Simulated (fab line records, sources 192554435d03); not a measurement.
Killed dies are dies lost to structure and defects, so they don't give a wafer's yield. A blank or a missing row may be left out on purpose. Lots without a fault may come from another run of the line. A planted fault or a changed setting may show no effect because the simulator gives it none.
fab line records | flow n5_finfet
record lots=10 wafers=30 last_day=16
route steps=1938 shown BEOL_M10@1513 BEOL_M11@1565 PASSIVATION@1936
lots that met no fault: from a run of the same line without faults
start_h: hours from the record's first day to the start of the lot's first wafer shown | wait_h: hours since the lot's step before | " the same as in the row above | L1.1+2: a row that stands for several wafers | - no value, or no start given | * or withheld: withheld | < > ~ a bound
route shown NAME@n: a module of which the file shows steps, and the number in the route of the first | usual: mean/standard deviation of fault-free wafers | same: alike in all rows | chamber/n: place in a boat | sites: the reading at each site | _std_site: their standard deviation | _edge_site: outer sites' mean less inner sites' | radius_mm: how far each site lies from the wafer's centre | mask NAME#n: copy n | behind: the tool/chamber that last shaped the wafer | hold: why the lot was held/for how many hours/how that ended | device: the transistor (n, p or np) that didn't switch | end of line: the same wafers' tests at the end of the route | a step without rows: its recipe alone | killed: dies lost to structure and defects at the first sort, not the wafer's yield | map: a wafer's dies, x killed, . not, _ none there
set.NAME: the setting as run; set.NAME@STEP: as run at that earlier step | model.NAME: the simulator's own value behind a step, which no gauge read
steps of the route over a sample of lots; a table a step, a row a wafer
services: from which hour (start_h, from the record's first day; less than 0 if before it) a tool's chamber was out of use, for how many hours, and why
## steps
# step N5_BEOL_M10_ETCH_41
# recipe chemistry=CH3F/O2 target=SiCN target_depth_a=426 taper_deg=2 time_s=86 ion_energy_ev=120 mask_material=TiN pressure_mtorr=30 source_w=395 bias_w=75 Ar_flow_sccm=150 CH3F_flow_sccm=30 O2_flow_sccm=20
# usual drypump_motor_current_A=5.4/0.38 oes_product_au=0.74/0.076 rf_fwd_power_W=392.5/1.5 rf_vpp_V=296.8/1.7 showerhead_plenum_p_Torr=1.97/0.078 throttle_valve_pct=16.36/0.19
# columns lot.wafer tool chamber start_h wait_h drypump_motor_current_A oes_product_au rf_fwd_power_W rf_hours_counter_h rf_vpp_V showerhead_plenum_p_Torr throttle_valve_pct
L573.3 rie_diel-04 2 - - 4.8 0.86 390.6 54 296.0 1.95 16.20
L573.4 " 0 " " 5.8 0.68 393.6 208 294.1 1.90 16.53
L573.6 " 0 " " 5.9 0.68 391.9 - 296.6 1.90 16.54
L572.3 rie_diel-04 2 - - 4.8 0.86 391.0 56 296.0 1.95 16.22
L572.4 " 1 " " 5.3 0.70 393.6 229 298.7 2.07 16.62
L572.6 " 1 " " 5.3 0.70 392.5 - 299.6 2.07 16.62
L571.3 rie_diel-04 3 - - 5.6 0.70 393.0 209 295.5 1.89 16.35
L571.4 " 2 " " 4.8 0.87 390.7 57 296.2 1.95 16.17
L571.6 " 0 " " 5.8 0.69 393.2 - 295.4 1.90 16.53
L576.1 rie_diel-04 2 - - 4.8 0.85 391.2 62 295.5 1.94 16.20
L576.4 " 0 " " 5.8 0.68 392.6 218 295.7 1.90 16.53
L576.6 " 0 " " 5.9 0.67 394.3 - 294.9 1.89 16.54
L579.1 rie_diel-04 3 - - 5.6 0.68 392.4 223 295.1 1.88 16.35
L579.2 " 1 " " 5.3 0.69 391.5 242 297.9 2.06 16.63
L579.5 " 1 " " 5.3 0.69 392.6 - 297.2 2.06 16.66
L585.3 rie_diel-05 1 - - 5.4 0.70 392.5 233 295.0 1.90 16.57
L585.4 " 0 " " 4.9 0.75 392.2 119 298.0 1.99 15.95
L585.5 " 2 " " 5.9 0.68 391.4 - 297.8 2.05 16.34
L587.1 rie_diel-02 0 - - 5.6 0.68 392.0 249 296.6 1.90 16.51
L587.3 " 2 " " 5.9 0.68 393.4 250 300.6 2.05 16.61
L587.4 " 2 " " 5.9 0.68 393.2 - 298.8 2.05 16.62
L588.2 rie_diel-05 0 - - 5.0 0.76 393.1 126 297.0 1.99 15.96
L588.5 " 2 " " 5.9 0.68 394.1 - 297.8 2.05 16.37
L588.6 " 3 " " 5.7 0.81 392.4 - 298.6 2.11 16.22
L590.4 rie_diel-04 2 - - 4.8 0.81 389.9 98 296.4 1.93 16.26
L590.5 " 0 " " 5.9 0.65 392.5 - 295.6 1.88 16.59
L590.6 " 1 " " 5.3 0.92 393.6 - 297.4 2.06 16.25
L589.1 rie_diel-02 3 - - 5.4 0.82 389.3 88 298.5 2.02 16.23
L589.2 " 0 " " 5.7 0.66 392.5 259 294.9 1.89 16.52
L589.3 " 1 " " 5.0 0.78 393.0 93 297.8 2.03 16.17
# step N5_BEOL_M10_CURE_72
# recipe temp_c=370 time_s=120 ambient=DMADMS/He material=SiCOH_lowk
# usual lamp_power_pct=52.31/0.055 wafer_temp_C_max=371.9/0.69
# columns lot.wafer tool chamber start_h wait_h lamp_power_pct wafer_temp_C_max
L573.3 uv_cure-01 0 229.45 0.2 52.25 371.4
L573.4 " 0 " " 52.31 371.3
L573.6 " 0 " " 52.37 370.7
L572.3 uv_cure-01 2 234.46 0.2 52.24 372.6
L572.4 " 2 " " 52.31 372.1
L572.6 " 2 " " 52.38 372.1
L571.3 uv_cure-02 0 237.24 0.5 52.26 372.3
L571.4 " 0 " " 52.31 372.6
L571.6 " 0 " " 52.30 371.3
L576.1 uv_cure-01 0 248.60 0.0 52.29 371.1
L576.4 " 0 " " 52.33 371.0
L576.6 " 0 " " 52.15 370.9
L579.1 uv_cure-01 2 270.65 0.0 52.32 372.8
L579.2 " 2 " " 52.25 371.7
L579.5 " 2 " " 52.41 373.8
L585.3 uv_cure-03 1 307.74 0.1 52.34 372.5
L585.4 " 1 " " 52.34 372.8
L585.5 " 1 " " 52.25 372.8
L587.1 uv_cure-03 1 319.14 0.0 52.24 372.3
L587.3 " 1 " " 52.33 372.4
L587.4 " 1 " " 52.34 372.2
L588.2 uv_cure-03 2 328.77 0.1 52.29 373.1
L588.5 " 2 " " 52.31 372.5
L588.6 " 2 " " 52.36 373.0
L590.4 uv_cure-03 2 338.31 0.2 52.38 374.0
L590.5 " 2 " " 52.27 373.1
L590.6 " 2 " " 52.36 373.8
L589.1 uv_cure-02 0 338.35 0.2 52.28 372.1
L589.2 " 0 " " 52.35 371.5
L589.3 " 0 " " 52.29 371.9
# step N5_BEOL_M11_EXPOSE_25
# recipe mask_id=V10 na=1.35 source_shape=annular sigma_inner=0.5 sigma_outer=0.8 polarization=unpolarized dose_mj=85.5
# usual exposure_dose_mJ_cm2=85.45/0.1
# columns lot.wafer tool chamber start_h wait_h mask exposure_dose_mJ_cm2
L573.3 arfi_scanner-02 0 235.63 - V10#0 85.56
L573.4 " 0 " " V10#0 85.43
L573.6 " 0 " " V10#0 85.59
L572.3 arfi_scanner-01 0 238.87 - V10#0 85.36
L572.4 " 0 " " V10#0 85.36
L572.6 " 0 " " V10#0 85.37
L571.3 arfi_scanner-01 0 243.55 - V10#0 85.42
L571.4 " 0 " " V10#0 85.38
L571.6 " 0 " " V10#0 85.46
L576.1 arfi_scanner-02 0 255.39 - V10#0 85.58
L576.4 " 0 " " V10#0 85.60
L576.6 " 0 " " V10#0 85.56
L579.1 arfi_scanner-02 0 276.49 - V10#0 85.52
L579.2 " 0 " " V10#0 85.43
L579.5 " 0 " " V10#0 85.49
L585.3 arfi_scanner-02 0 313.43 - V10#0 79.47
L585.4 " 0 " " V10#0 79.35
L585.5 " 0 " " V10#0 79.28
L587.1 arfi_scanner-03 0 327.94 - V10#0 85.47
L587.3 " 0 " " V10#0 85.45
L587.4 " 0 " " V10#0 85.41
L588.2 arfi_scanner-01 0 337.01 - V10#0 85.44
L588.5 " 0 " " V10#0 85.43
L588.6 " 0 " " V10#0 85.31
L589.1 arfi_scanner-02 0 351.58 - V10#0 80.73
L589.2 " 0 " " V10#0 80.64
L589.3 " 0 " " V10#0 80.60
L590.4 arfi_scanner-03 0 351.77 - V10#0 85.35
L590.5 " 0 " " V10#0 85.41
L590.6 " 0 " " V10#0 85.48
# step N5_BEOL_M11_CD_MEAS_28
# recipe target_cd_nm=70 landing_energy_ev=500 detector=se_inlens polarity=opening
# usual cd_nm=69.8/0.94
# columns lot.wafer tool chamber start_h wait_h cd_nm
L573.3 cd_sem-01 0 235.75 - 70.6
L573.4 " 0 " " 69.3
L573.6 " 0 " " 69.9
L572.3 cd_sem-02 0 238.99 - 69.1
L572.4 " 0 " " 70.3
L572.6 " 0 " " 70.4
L571.3 cd_sem-01 0 243.67 - 68.3
L571.4 " 0 " " 70.0
L571.6 " 0 " " 68.8
L576.1 cd_sem-03 0 255.53 - 70.4
L576.4 " 0 " " 69.9
L576.6 " 0 " " 71.0
L579.1 cd_sem-02 0 276.62 - 69.9
L579.2 " 0 " " 70.1
L579.5 " 0 " " 69.8
L585.3 cd_sem-01 0 313.55 - 64.1
L585.4 " 0 " " 62.9
L585.5 " 0 " " 63.4
L587.1 cd_sem-01 0 328.07 - 71.4
L587.3 " 0 " " 71.4
L587.4 " 0 " " 69.6
L588.2 cd_sem-02 0 337.14 - 69.8
L588.5 " 0 " " 68.8
L588.6 " 0 " " 69.0
L589.1 cd_sem-02 0 351.72 - 63.9
L589.2 " 0 " " 64.6
L589.3 " 0 " " 64.3
L590.4 cd_sem-02 0 351.89 - 70.1
L590.5 " 0 " " 69.6
L590.6 " 0 " " 68.3
# step N5_BEOL_M11_ETCH_65
# recipe chemistry=CF4 target=SiARC target_depth_a=390 mask_material=CAR-ArF time_s=65 ion_energy_ev=80 pressure_mtorr=40 source_w=545 bias_w=36 Ar_flow_sccm=100 cf4_flow_sccm=100 ends=cleared
# usual drypump_motor_current_A=5.6/0.35 etch_rf_on_time_s=65.2/1.4 oes_product_au=0.68/0.066 rf_fwd_power_W=537.8/2.2 rf_vpp_V=184.4/1.3 showerhead_plenum_p_Torr=2.17/0.077 throttle_valve_pct=15.48/0.25
# columns lot.wafer tool chamber start_h wait_h drypump_motor_current_A etch_rf_on_time_s oes_product_au rf_fwd_power_W rf_hours_counter_h rf_vpp_V showerhead_plenum_p_Torr throttle_valve_pct
L573.3 rie_diel-03 1 235.87 0.0 6.0 67.7 0.65 535.8 98 185.4 2.25 15.24
L573.4 " 2 " " 5.2 67.3 0.63 537.3 - 183.9 2.05 15.30
L573.6 " 1 " " 6.0 68.0 0.66 537.5 - 187.3 2.25 15.23
L572.3 rie_diel-06 0 239.11 0.0 5.8 65.8 0.75 539.6 56 183.7 2.08 15.60
L572.4 " 3 " " 5.3 64.4 0.71 541.6 82 186.5 2.26 15.67
L572.6 " 2 " " 5.2 65.1 0.60 536.4 - 184.2 2.13 16.03
L571.3 rie_diel-06 1 243.79 0.0 5.9 63.9 0.73 535.6 58 183.5 2.17 15.11
L571.4 " 2 " " 5.2 65.0 0.60 538.8 228 184.6 2.13 16.04
L571.6 " 3 " " 5.3 64.3 0.70 539.4 - 185.5 2.26 15.68
L576.1 rie_diel-01 1 255.65 0.0 5.8 64.8 0.60 541.4 218 184.9 2.13 15.59
L576.4 " 3 " " 6.3 66.6 0.72 535.8 70 182.8 2.09 15.43
L576.6 " 2 " " 6.1 63.4 0.60 538.4 - 180.5 2.03 15.84
L579.1 rie_diel-03 0 277.44 0.0 5.2 65.0 0.68 536.2 90 185.0 2.26 15.28
L579.2 " 2 " " 5.2 66.2 0.61 537.9 194 183.9 2.04 15.33
L579.5 " 1 " " 6.0 67.8 0.65 535.0 - 183.7 2.24 15.28
L585.3 rie_diel-06 1 313.67 0.0 5.9 64.5 0.70 534.5 82 185.2 2.16 15.14
L585.4 " 1 " " 5.9 65.1 0.70 533.1 - 187.0 2.16 15.15
L585.5 " 3 " " 5.3 65.2 0.67 540.5 - 185.7 2.25 15.72
L587.1 rie_diel-06 1 328.19 0.0 5.9 63.7 0.70 536.7 86 184.0 2.16 15.16
L587.3 " 0 " " 5.8 64.9 0.72 537.8 85 184.9 2.07 15.66
L587.4 " 2 " " 5.2 64.1 0.83 540.1 3 182.8 2.13 15.61
L588.2 rie_diel-03 1 337.61 0.0 6.0 67.9 0.63 533.7 131 186.3 2.24 15.29
L588.5 " 3 " " 5.9 63.8 0.77 540.5 - 184.5 2.19 15.60
L588.6 " 0 " " 5.2 65.4 0.67 538.2 - 184.6 2.25 15.31
L589.1 rie_diel-03 1 351.84 0.0 6.0 67.6 0.64 533.8 134 184.5 2.24 15.30
L589.2 " 0 " " 5.2 64.7 0.67 537.1 112 184.5 2.25 15.34
L589.3 " 3 " " 5.9 63.2 0.77 539.3 31 185.1 2.18 15.65
L590.4 rie_diel-03 0 352.30 0.0 5.2 65.2 0.66 537.8 112 187.3 2.25 15.32
L590.5 " 0 " " 5.3 65.2 0.67 535.9 - 185.5 2.25 15.32
L590.6 " 3 " " 5.8 62.9 0.77 538.3 - 183.5 2.18 15.62
# step N5_PASSIVATION_PROBE_49
# usual defect_limited_yield=91.7/1.5 killed_at_M0_to_M3=32/9.6 killed_at_M4_up=13/5.3 killed_at_contacts=12/6.8 killed_at_front_end=36/9.8 killed_at_other=4/3.1 killed_dies=98/17 killed_open=65/13 killed_short=32/8.5 sort_bin_5_function=4.9/0.93 sort_bin_6_memory=3.2/0.67 sort_bin_8_speed=0.00/0.02 sort_n_pass=1082/17
# same gross_dies=1180 killed_at_back_side=0 sort_bin_4_leakage[%]=0
# columns lot.wafer tool chamber start_h wait_h defect_limited_yield[%] killed_at_M0_to_M3 killed_at_M4_up killed_at_contacts killed_at_front_end killed_at_other killed_dies killed_open killed_short sort_bin_5_function[%] sort_bin_6_memory[%] sort_bin_8_speed[%] sort_n_pass
L585.3 prober-02 - 361.10 1.0 91.3 27 24 6 38 8 103 69 32 5.2 3.4 0 1077
L585.5 prober-02 - 361.20 1.1 91.2 27 17 6 50 4 104 62 36 5.8 2.6 0 1076
L589.1 prober-02 - 388.96 0.0 90.2 39 9 14 45 9 116 74 41 6.4 3.1 0 1064
L589.2 prober-02 - 389.01 0.1 89.8 49 16 19 35 1 120 76 42 6.4 3.3 0 1060
L589.3 prober-02 - 389.06 0.1 89.0 64 19 11 31 5 130 83 43 6.4 4.4 0 1050
# killed by level:class
L585.3 BEOL_M4:geometric_particle:open=11 STI_FIN_REVEAL:geometric_particle:open=10 BEOL_M3:geometric_particle:open=9 BEOL_M2:geometric_particle:open=8 MOL_CONTACT_COAG:geometric_particle:open=6 FIN_SAQP:geometric_particle:short=5 FIN_SAQP:geometric_particle:open=5 BEOL_M0_SAQP:geometric_particle:short=3
L585.5 STI_FIN_REVEAL:geometric_particle:open=10 FIN_SAQP:geometric_particle:short=9 FIN_SAQP:geometric_particle:open=7 BEOL_M11:area_expose=6 MOL_CONTACT_COAG:geometric_particle:open=5 BEOL_M0_SAQP:geometric_particle:short=5 BEOL_M0_SAQP:geometric_particle:open=5 SPACER0:geometric_particle:open=4
L589.1 FIN_SAQP:geometric_particle:open=14 FIN_SAQP:geometric_particle:short=12 MOL_CONTACT_COAG:geometric_particle:open=11 BEOL_M0_SAQP:geometric_particle:short=11 BEOL_M0:geometric_particle:open=7 BEOL_M1:geometric_particle:open=6 BEOL_M2:geometric_particle:open=6 DUMMY_GATE:geometric_particle:open=5
L589.2 MOL_CONTACT_COAG:geometric_particle:open=17 BEOL_M0_SAQP:geometric_particle:short=15 BEOL_M1:geometric_particle:open=12 BEOL_M0_SAQP:geometric_particle:open=9 BEOL_M4:geometric_particle:open=8 FIN_SAQP:geometric_particle:open=6 BEOL_M2:geometric_particle:open=5 STARTING-WAFER:geometric_particle:open=5
L589.3 BEOL_M0_SAQP:geometric_particle:open=25 BEOL_M0_SAQP:geometric_particle:short=20 FIN_SAQP:geometric_particle:open=13 FIN_SAQP:geometric_particle:short=9 BEOL_M2:geometric_particle:open=9 MOL_CONTACT_COAG:geometric_particle:open=6 MOL_CONTACT_COAG:geometric_particle:short=5 BEOL_M0:geometric_particle:open=4
## services
# columns tool chamber start_h hours kind
rie_diel-06 1 206.40 12.2 repair
rie_diel-04 - 212.45 14.6 pm
rie_diel-06 - 215.37 0.3 repair
rie_diel-03 3 218.34 1.6 repair
rie_diel-03 - 218.39 7.2 repair
arfi_scanner-02 - 218.71 1.3 pm
arfi_scanner-01 - 219.10 1.0 pm
arfi_scanner-01 - 220.10 0.8 pm
rie_diel-06 3 248.87 4.0 repair
arfi_scanner-02 - 257.86 16.0 pm
uv_cure-03 - 258.81 7.5 pm
arfi_scanner-01 - 271.69 1.0 pm
arfi_scanner-02 - 282.45 1.7 repair
arfi_scanner-01 - 288.63 0.8 repair
arfi_scanner-01 - 295.98 0.8 pm
arfi_scanner-02 - 300.34 1.0 pm
arfi_scanner-01 - 310.06 1.3 pm
arfi_scanner-01 - 312.18 2.7 repair
arfi_scanner-02 - 315.87 0.8 pm
arfi_scanner-02 - 323.05 1.2 repair
rie_diel-04 0 330.12 3.0 repair
uv_cure-03 - 331.59 0.8 repair
arfi_scanner-02 - 344.21 1.3 pm
rie_diel-04 3 346.95 4.0 repair
## key
first_sign step=N5_BEOL_M11_EXPOSE_25 reading=exposure_dose_mJ_cm2 direction=down sigmas=53 usual=85.45 struck=80.01
effect step=N5_BEOL_M11_CD_MEAS_28 reading=cd_nm direction=down sigmas=6.3 usual=69.8 struck=63.9 through=control_loop
met_at N5_BEOL_M11_EXPOSE_25
struck_lots L585,L589
loop_trim step=N5_BEOL_M11_EXPOSE_25 setting=dose lots=L589
not_acting_at N5_BEOL_M10_ETCH_41,N5_BEOL_M10_CURE_72,N5_BEOL_M11_ETCH_65
onset_between 276.49 313.43
fault kind=process_parameter_drift tool=arfi_scanner-02 chamber=- onset_h=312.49 steps=N5_BEOL_M11_EXPOSE_25 channel=dose_mj offset=-6.1185 shape=step acts_in=these_recipes_only stated=85.5
# loop_trim: a control loop set the setting to another value than it would have without faults
